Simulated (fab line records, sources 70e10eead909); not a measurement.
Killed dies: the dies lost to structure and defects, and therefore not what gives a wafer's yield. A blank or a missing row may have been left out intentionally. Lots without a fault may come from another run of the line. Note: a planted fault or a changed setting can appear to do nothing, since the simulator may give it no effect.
Comparing a struck lot with a sound one ; flow nand_harc ; 41 steps out of a route of 1159
Sound: the wafers L365.1, L365.3, L365.4. The struck wafers were L363.3, L363.4, L363.6. The cause is named last.
At each step with rows: each side's tool, then ch and its chambers, then its first start. Under that, the readings that differ: sound wafers ; struck wafers ; difference of the means ; sigmas: that difference in standard deviations of wafers without a fault.
alike: a reading whose means differ by less than 2 such deviations, as well as words and numbers matching on both sides. not compared: withheld readings; readings where some wafer has no value; bounds like >300 that might hide an equal value; numbers whose values overlap and for which the record gives no deviation.
Wherever a step has rows on one side only, a row that says differs or no value, or a row with sigmas, the two part there. When numbers do not overlap yet have no deviation, they are printed without sigmas and do not part them. A reading missing from all wafers of one side parts the sides only when that side holds two or more wafers.

NHARC_A_M1_CD_MEAS_09: target cd 120 nm.
  sound on cd_sem-02 ch 0, day 21 23:41; struck on cd_sem-01 ch 0, day 22 02:59
  alike: cd_nm
NHARC_A_M1_OVL_MEAS_10: pitch 240 nm.
  sound: overlay-01 at day 21 23:46; struck: overlay-01 at day 22 03:04
  alike: overlay_x_nm, overlay_y_nm
NHARC_A_M1_INSPECT_11:
  sound: defect_inspect-02 at day 21 23:49; struck: defect_inspect-02 at day 22 03:07
  alike: raw_defect_count
then, 1 step without rows for these wafers: NHARC_A_M1_DESCUM_14 (chemistry O2, time 3 s).
NHARC_A_M1_ETCH_35: etches the open film in N2/H2, target depth 40 nm, overetch 12 nm, time 43.94 s.
  sound on rie_diel-08 ch 1,2,3, day 21 23:58; struck on rie_diel-08 ch 1,2, day 22 03:15
  alike: bias_w, drypump_motor_current_A, oes_product_au, rf_vpp_V, showerhead_plenum_p_Torr, throttle_valve_pct
  not compared: rf_hours_counter_h
then, 1 step without rows for these wafers: NHARC_A_M1_ETCH_15 (etches the open film in C4F8/Ar, target depth 182.5 nm, time 91.2 s).
NHARC_A_M1_CD_MEAS_16:
  sound: cd_sem-02 at day 22 00:11; struck: cd_sem-02 at day 22 03:29
  alike: cd_nm
NHARC_A_M1_STRIP_18: strips in N2/H2.
  sound on rie_diel-08 ch 0,1,3, day 22 00:17; struck on rie_diel-08 ch 0,2, day 22 03:34
  alike: drypump_motor_current_A, oes_product_au, rf_vpp_V, showerhead_plenum_p_Torr, throttle_valve_pct
  not compared: rf_hours_counter_h
then, 4 steps without rows for these wafers: NHARC_A_M1_ETCH_28 (etches the open film in CF4/N2, target depth 30 nm, time 72.99 s); NHARC_A_M1_STRIP_19 (strips in post etch residue remover, time 600 s); NHARC_A_M1_DEGAS_29 (time 60 s); NHARC_A_M1_PRE_CLEAN_30 (time 30 s).
NHARC_A_M1_PVD_20: deposits TaN, target thk 5 nm, time 8.06 s.
  sound: pvd_sputter-01 at day 22 01:01; struck: pvd_sputter-02 at day 22 04:19
  alike: throttle_valve_pct
NHARC_A_M1_PVD_21: deposits Cu, target thk 30 nm, time 20.49 s.
  sound on pvd_sputter-01; struck on pvd_sputter-02
  alike: throttle_valve_pct
then, 3 steps without rows for these wafers: NHARC_A_M1_ECD_22 (material Cu, target thk 400 nm); NHARC_A_M1_ANNEAL_31 (time 90 s); NHARC_A_M1_CMP_23 (polishes, t overpolish 20 s, target thk 154.34 nm).
NHARC_A_M1_THK_MEAS_24: measures by xrf.
  sound: film_metro-02 at day 22 02:34; struck: film_metro-01 at day 22 05:35
  alike: thk_nm
then, 2 steps without rows for these wafers: NHARC_A_M1_SRD_25; NHARC_A_M1_PRE_CLEAN_32 (time 12 s).
NHARC_A_M1_DEP_33: deposits SiCN, target thk 30 nm.
  sound on pecvd-04 ch 0,1,2, day 22 03:00; struck on pecvd-03 ch 0,1, day 22 05:56
  alike: heater_power_w
then, 2 steps without rows for these wafers: NHARC_A_BONDPAD_DEP_00 (deposits SiCN, target thk 250 nm); NHARC_A_BONDPAD_CMP_29 (polishes SiCN, target thk 200 nm).
NHARC_A_BONDPAD_THK_MEAS_30: measures by ellipsometry.
  sound: film_metro-01 at day 22 04:14; struck: film_metro-02 at day 22 07:07
  alike: thk_nm
then, 10 steps without rows for these wafers: NHARC_A_BONDPAD_SRD_31; NHARC_A_BONDPAD_DEHYDRATE_01 (time 120 s); NHARC_A_BONDPAD_HMDS_02 (time 30 s); NHARC_A_BONDPAD_COAT_33 (time 65 s); NHARC_A_BONDPAD_COAT_03 (resist thk 600 nm); NHARC_A_BONDPAD_SOFTBAKE_04 (time 70 s); NHARC_A_BONDPAD_EBR_05; NHARC_A_BONDPAD_EXPOSE_06 (exposes mask A BPAD); NHARC_A_BONDPAD_PEB_07 (peb time 80 s); NHARC_A_BONDPAD_DEVELOP_08 (time 50 s).
NHARC_A_BONDPAD_CD_MEAS_09: target cd 500 nm.
  sound on cd_sem-03 ch 0, day 22 04:47; struck on cd_sem-02 ch 0, day 22 07:41
  alike: cd_nm
NHARC_A_BONDPAD_OVL_MEAS_35:
  sound: overlay-01 at day 22 04:53; struck: overlay-02 at day 22 07:46
  alike: overlay_x_nm, overlay_y_nm
then, 2 steps without rows for these wafers: NHARC_A_BONDPAD_HARDBAKE_10 (time 65 s); NHARC_A_BONDPAD_DESCUM_11 (chemistry O2, time 3 s).
NHARC_A_BONDPAD_ETCH_34: etches the open film in N2/H2, target depth 60 nm, overetch 18 nm, time 65.91 s.
  sound on rie_diel-03 ch 0,1,2, day 22 05:05; struck on rie_diel-01 ch 1,2,3, day 22 07:59
  alike: bias_w, drypump_motor_current_A, oes_product_au, rf_vpp_V, showerhead_plenum_p_Torr, throttle_valve_pct
  not compared: rf_hours_counter_h
then, 1 step without rows for these wafers: NHARC_A_BONDPAD_ETCH_12 (etches the open film in CHF3/O2, target depth 220 nm, time 110 s).
NHARC_END_SORT_01:
  sound on prober-01 ch 0, day 23 12:00; struck on prober-02 ch 0, day 23 13:39
reading;sound;struck;difference;sigmas
defect_limited_yield (%);92.2 94.5 93.9;86.4 87.4 92.2;-4.9;-3
killed_at_array;44 33 38;88 81 51;+35;+3
killed_dies;53 37 41;92 85 53;+33;+3
sort_bin_2_pct (%);2.4 1.8 1.8;5.6 5.8 3.7;+3.0;+4
sort_bin_3_pct (%);0.59 0 0.30;2.51 1.77 1.18;+1.52;+8
sort_n_pass;624 640 636;585 592 624;-33;-3
sort_rim_yield_pct (%);96.2 99.1 99.1;90.6 81.1 84.0;-12.9;-5
sort_yield_pct (%);92.2 94.5 93.9;86.4 87.4 92.2;-4.9;-3
  alike: killed_at_other, killed_at_periphery, killed_open, killed_short, sort_bin_4_pct

## WHERE THEY PART
Only at NHARC_END_SORT_01, as far as this record shows.

WHY: what the simulator had put in
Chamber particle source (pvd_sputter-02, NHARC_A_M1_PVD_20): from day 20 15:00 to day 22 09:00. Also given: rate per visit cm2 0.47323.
